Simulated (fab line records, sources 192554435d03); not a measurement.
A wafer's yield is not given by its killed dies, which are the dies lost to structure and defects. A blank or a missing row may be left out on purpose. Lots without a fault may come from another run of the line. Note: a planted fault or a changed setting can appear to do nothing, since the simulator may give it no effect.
Struck lot and sound lot, side by side || flow n5Finfet || 37 steps out of a route of 1938
Sound: these wafers, L337.4, L337.5, L337.6. Struck: wafer L348.6 (L348.4, L348.5, from the same lot, were not struck and are left out); the cause is given at the end.
For every step that has rows: the tool of each side, followed by ch and its chambers, followed by its first start. Under that, the readings that differ: sound wafers || struck wafers || difference of the means || sigmas: that difference in standard deviations of wafers without a fault.
alike: readings whose means differ by less than 2 such deviations, and words and numbers that are the same on both sides. not compared: withheld readings, readings that some wafer has no value for, bounds like >300 that may hide the same value, and numbers for which the record gives no deviation and whose values overlap.
The two part at a step that has a row with sigmas, a row that says differs or no value, or rows on one side only. Non-overlapping numbers with no deviation appear without sigmas and do not part them. A reading missing from all wafers of one side parts the sides only when that side holds two or more wafers.

first, 9 steps without rows for these wafers: N5_BEOL_M11_ALD_74 (deposits TaN, target thk 2 nm, pulse time 2 s, purge time 3 s); N5_BEOL_M11_SURFACE_TREAT_76; N5_BEOL_M11_CVD_75 (deposits Co from CCTBA/H2, target thk 2 nm, time 138.9 s); N5_BEOL_M11_SPUTTER_48 (material Cu, target thk 12 nm, time 2 s); N5_BEOL_M11_ECD_50 (material Cu, target thk 318 nm); N5_BEOL_M11_ANNEAL_51 (time 90 s); N5_BEOL_M11_CMP_52 (polishes, stops on SiCOH lowk, t overpolish 7 s, target thk 140 nm); N5_BEOL_M11_PRE_CLEAN_55 (time 15 s); N5_BEOL_M11_DEP_56 (deposits SiCN from 3MS/NH3, target thk 30 nm, time 10.5 s).
N5_BEOL_M12_ILD_DEP_00: deposits SiOC from DEMS/O2, target thk 658.92 nm, time 130.7 s.
  sound on pecvd-01 ch 0,1, day 12 00:04; struck on pecvd-01 ch 0, day 15 00:14
{"reading": "runLengthS (s)", "sound": "175.5 175.5 175.9", "struck": 185.2, "difference": "+9.6", "sigmas": "+20"}
{"reading": "model.SiOC_of_BEOL_M12_ILD_DEP_00.thkNm (nm)", "sound": "653.2 652.2 648.8", "struck": 692.2, "difference": "+40.8", "sigmas": ""}
  alike: heaterPowerW, showerheadPlenumPTorr, throttleValvePct
N5_BEOL_M12_THK_MEAS_01:
  sound: filmMetro-01 at day 12 00:12; struck: filmMetro-02 at day 15 00:19
{"reading": "M12_ILD_THK (nm)", "sound": "653 653 649", "struck": 692, "difference": "+40", "sigmas": "+4"}
then, 10 steps without rows for these wafers: N5_BEOL_M12_COAT_58 (time 60 s, resist thk 89 nm); N5_BEOL_M12_COAT_04 (resist thk 400 nm); N5_BEOL_M12_EBR_06; N5_BEOL_M12_SOFTBAKE_05 (time 60 s); N5_BEOL_M12_EXPOSE_07 (exposes mask V11); N5_BEOL_M12_PEB_08 (peb time 90 s); N5_BEOL_M12_DEVELOP_09 (develop time 45 s); N5_BEOL_M12_HARDBAKE_14 (time 120 s); N5_BEOL_M12_DESCUM_15 (chemistry O2, time 7.9 s); N5_BEOL_M12_ETCH_59 (etches BARC in N2/H2, target depth 89 nm, overetch 26.7 nm, time 67.9 s).
N5_BEOL_M12_VIA_ETCH_16: etches SiOC in C4F8/O2/Ar, target depth 724.8 nm.
  sound on rieDiel-06 ch 1,2,3, day 12 00:42; struck on rieDiel-05 ch 0, day 15 00:58
{"reading": "model.etch.depthNm (nm)", "sound": "653.1 652.2 648.7", "struck": 692.1, "difference": "+40.8", "sigmas": ""}
{"reading": "model.coat_of_BEOL_M12_COAT_04.thkNm (nm)", "sound": "122 126.8 127.4", "struck": 116.4, "difference": -9.0, "sigmas": ""}
  alike: C4F8_flow_sccm, O2_flow_sccm, drypumpMotorCurrentA, oesProductAu, rfVppV, showerheadPlenumPTorr, throttleValvePct
N5_BEOL_M12_STRIP_63: strips in N2/H2.
  sound on plasmaAsher-02 ch 0,1, day 12 00:56; struck on plasmaAsher-02 ch 1, day 15 01:11
{"reading": "oesProductAu (a.u.)", "sound": "0.699 0.690 0.693", "struck": 0.684, "difference": -0.010, "sigmas": -2}
{"reading": "stripTimeToEndpointS (s)", "sound": "42.2 43.5 43.7", "struck": 40.7, "difference": -2.4, "sigmas": -3}
  alike: drypumpMotorCurrentA, h2FlowSccm, heaterPowerW
  not compared: rfHoursCounterH
then, 12 steps without rows for these wafers: N5_BEOL_M12_STRIP_64 (strips in N2/H2); N5_BEOL_M12_STRIP_71 (strips in post etch residue remover, time 60 s); N5_BEOL_M12_SRD_72 (time 30 s, dry time 30 s); N5_BEOL_M12_COAT_65 (time 60 s, resist thk 300 nm); N5_BEOL_M12_COAT_66 (time 60 s, resist thk 110 nm); N5_BEOL_M12_COAT_22 (resist thk 300 nm); N5_BEOL_M12_EBR_24; N5_BEOL_M12_SOFTBAKE_23 (time 60 s); N5_BEOL_M12_EXPOSE_25 (exposes mask M12); N5_BEOL_M12_PEB_26 (peb time 90 s); N5_BEOL_M12_DEVELOP_27 (develop time 45 s); N5_BEOL_M12_HARDBAKE_32 (time 120 s).
N5_BEOL_M12_CMP_49: polishes, stops on SiOC, t overpolish 20.6 s, target thk 320 nm.
  sound on cmp-02 ch 1,2, day 12 04:56; struck on cmp-02 ch 0, day 15 06:41
{"reading": "model.SiOC_of_BEOL_M12_ILD_DEP_00.thkNm (nm)", "sound": "594.4 590.6 590", "struck": 631.8, "difference": "+40.1", "sigmas": ""}
  alike: motorCurrentA
N5_PASSIVATION_PROBE_49:
  sound: prober-01 at day 13 10:48; struck: prober-01 at day 16 20:04
{"reading": "killed_at_M0_to_M3", "sound": "29 46 29", "struck": 55, "difference": "+20", "sigmas": "+2"}
  alike: defectLimitedYield, killed_at_M4_up, killedAtContacts, killedAtFrontEnd, killedAtOther, killedDies, killedOnRim, killedOpen, killedShort, sort_bin_5_function, sort_bin_6_memory, sort_bin_8_speed, sortNPass, sortYieldPct

== WHERE THEY PART ==
Last at N5_PASSIVATION_PROBE_49 as far as this record goes, first at N5_BEOL_M12_ILD_DEP_00.

WHY: whatever the simulator had introduced
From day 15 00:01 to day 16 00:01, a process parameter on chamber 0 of pecvd-01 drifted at N5_BEOL_M12_ILD_DEP_00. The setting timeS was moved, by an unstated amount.
